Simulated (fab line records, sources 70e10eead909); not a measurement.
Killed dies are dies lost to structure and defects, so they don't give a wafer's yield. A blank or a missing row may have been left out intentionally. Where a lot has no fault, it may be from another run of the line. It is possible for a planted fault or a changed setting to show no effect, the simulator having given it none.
Chamber matching ; flow nand harc ; NHARC_P_GATE_ETCH_104 on rie diel-07: 4 sister chambers
The step etches the open film in CF4/CHF3, target depth 60 nm. 8 wafers are shown with their chamber, then 7 later ones without.

== WAFERS WITH THEIR CHAMBER ==
wafer;chamber;showerhead plenum p Torr (Torr);rf vpp V (V)
L445.1;3;1.51;368.7
L447.1;0;1.62;373.5
L451.4;1;1.66;372.8
L451.6;3;1.51;369.6
L456.4;0;1.62;371.5
L456.5;2;1.63;371.8
L458.1;1;1.65;371.4
L458.2;2;1.63;371.8

== WAFERS WITHOUT THEIR CHAMBER ==
wafer;showerhead plenum p Torr (Torr);rf vpp V (V)
L458.5;1.66;372.9
L461.3;1.65;373.5
L461.4;1.50;368.3
L461.6;1.63;372.3
L463.1;1.63;373.1
L463.2;1.65;374.0
L463.4;1.61;370.9

== CHAMBER TAKEN BY EACH ==
wafer;from the rows above;in truth
L458.5;1;1
L461.3;1;1
L461.4;3;3
L461.6;2;2
L463.1;can't be placed: 2 or 0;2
L463.2;1;1
L463.4;0;0
Correctly placed: 6 of 7. Can't be placed from these rows: 1 (the true chamber is among the candidates in 1). Wrongly placed: 0.
How it was worked out, from the rows above alone: a wafer's distance from a chamber is the root of the sum, over the readings, of the square of ((its reading less the chamber's mean) divided by the reading's scatter). If the next closest chamber is less than 2 further off than the closest, the wafer can't be placed; otherwise it belongs to the closest. The mean given for a chamber averages the wafers shown for that chamber. How the scatter is found: for the shown wafers, subtract from each reading the mean of its chamber, square and add these, divide the total by (wafers less chambers), then take the root.
